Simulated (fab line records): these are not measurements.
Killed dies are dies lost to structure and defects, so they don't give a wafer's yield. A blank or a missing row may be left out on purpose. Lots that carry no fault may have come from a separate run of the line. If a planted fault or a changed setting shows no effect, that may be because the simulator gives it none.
Lot-split experiment ; flow n5-finfet ; on a route of 1938 steps: 7 lots, 21 wafers read

== THE SPLIT ITSELF ==
At N5_BEOL_M2_DESCUM_33 (chemistry O2, time 7 s), the setting time-s was moved away from the recipe's 7 s on 9 of the 21 wafers read, by -14.1% to +12.9%. For the rest of the wafers, this setting stayed at what the recipe calls for.

== FROM THE SPLIT TO THE READING: what the file shows between them, 2 steps ==
- N5_BEOL_M2_ETCH_77: etches underlayer in N2/H2, target depth 6.5 nm, time 5.2 s
- N5_BEOL_M2_ETCH_69: etches SiARC in CF4, target depth 15.6 nm, time 26 s

== THE READING ==
CAR-EUV_of_BEOL_M2_COAT_22.thk-nm (the simulator's own value, which no gauge read), in nm, at N5_BEOL_M2_ETCHBACK_99 (etches SiO2 in CHF3, target depth 5 nm, time 10.4 s). The file gives no usual value for it. Across the 12 wafers here that went through the recipe, the average is 10.4 nm and the standard deviation 0.11 nm.

wafer;tool, chamber at the split;time-s as run, s;against the recipe;CAR-EUV_of_BEOL_M2_COAT_22.thk-nm, nm;against lot-mates on the recipe
L076.1;rie-diel-03, 0,2;7;recipe;10.4;-
L076.3;rie-diel-03, 1;7.906;+12.9%;9.8;-0.5
L076.5;rie-diel-03, 0,2;7;recipe;10.2;-
L080.1;rie-diel-03, 0,2,1;7;recipe;10.4;-
L080.2;rie-diel-03, 0,2,1;7;recipe;10.4;-
L080.3;rie-diel-03, 0,2,1;7;recipe;10.4;-
L081.2;rie-diel-03, 1,2;7;recipe;10.4;-
L081.3;rie-diel-03, 1,2;7;recipe;10.4;-
L081.5;rie-diel-03, 1;6.56;-6.3%;10.6;+0.2
L089.1;rie-diel-03, 3,0;7.676;+9.7%;10.2;-0.2
L089.2;rie-diel-03, 3,0;7.676;+9.7%;10.2;-0.2
L089.4;rie-diel-03, 3;7;recipe;10.4;-
L088.3;rie-diel-01, 0;7;recipe;10.6;-
L088.4;rie-diel-01, 2,0;6.128;-12.5%;11;+0.4
L088.5;rie-diel-01, 2,0;6.128;-12.5%;11;+0.4
L097.1;rie-diel-01, 0,2;7;recipe;10.6;-
L097.4;rie-diel-01, 0,2;7;recipe;10.6;-
L097.2;rie-diel-01, 3;6.016;-14.1%;11;+0.4
L095.2;rie-diel-01, 2;7;recipe;10.4;-
L095.4;rie-diel-01, 0;7.521;+7.4%;10.2;-0.2
L095.5;rie-diel-01, 0;7.521;+7.4%;10.2;-0.2
The file does not say which wafer passed through which chamber wherever a row lists several chambers: such a row stands for several wafers.

FIT RESULTS
A straight line over all 21 wafers: CAR-EUV_of_BEOL_M2_COAT_22.thk-nm changes by -0.0389 nm for each +1% of time-s; r = -0.93; the points scatter about the line by 0.11 nm.
The same after taking each lot's own level away (the mean of its wafers on the recipe; 21 wafers): -0.0298 nm for each +1%; r = -0.97; scatter 0.052 nm.
On that fit, the largest move of time-s shifts the reading by 0.42 nm.
From 10.30 to 10.60 nm: that is the span of the lots' own levels, equal to 2.7 times the standard deviation above.
Hence the slope depends on the lot-to-lot level, as the two fits are not the same.
Check: for one of the wafers moved furthest among these (-14.1%), held out of the fit, the line's prediction against its lot-mates is +0.435 nm. Against them it came out at +0.4 nm.

== THE WHOLE CHAIN: every reading that the file lists as answering this split, in the file's order ==
step;what it does;reading;change (the file's fit);r (the file's)
N5_BEOL_M2_ETCH_77;etches underlayer in N2/H2, target depth 6.5 nm, time 5.2 s;CAR-EUV_of_BEOL_M2_COAT_22.thk-nm (the simulator's own value, which no gauge read);-0.0352 nm for each +1% of the setting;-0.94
N5_BEOL_M2_ETCH_69;etches SiARC in CF4, target depth 15.6 nm, time 26 s;CAR-EUV_of_BEOL_M2_COAT_22.thk-nm (the simulator's own value, which no gauge read);-0.0388 nm for each +1% of the setting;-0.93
N5_BEOL_M2_ETCHBACK_99;etches SiO2 in CHF3, target depth 5 nm, time 10.4 s;CAR-EUV_of_BEOL_M2_COAT_22.thk-nm (the simulator's own value, which no gauge read);-0.0307 nm for each +1% of the setting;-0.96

== THE FILE'S OWN FIT ==
CAR-EUV_of_BEOL_M2_COAT_22.thk-nm changes by -0.0307 nm for each +1% of time-s, r = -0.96.
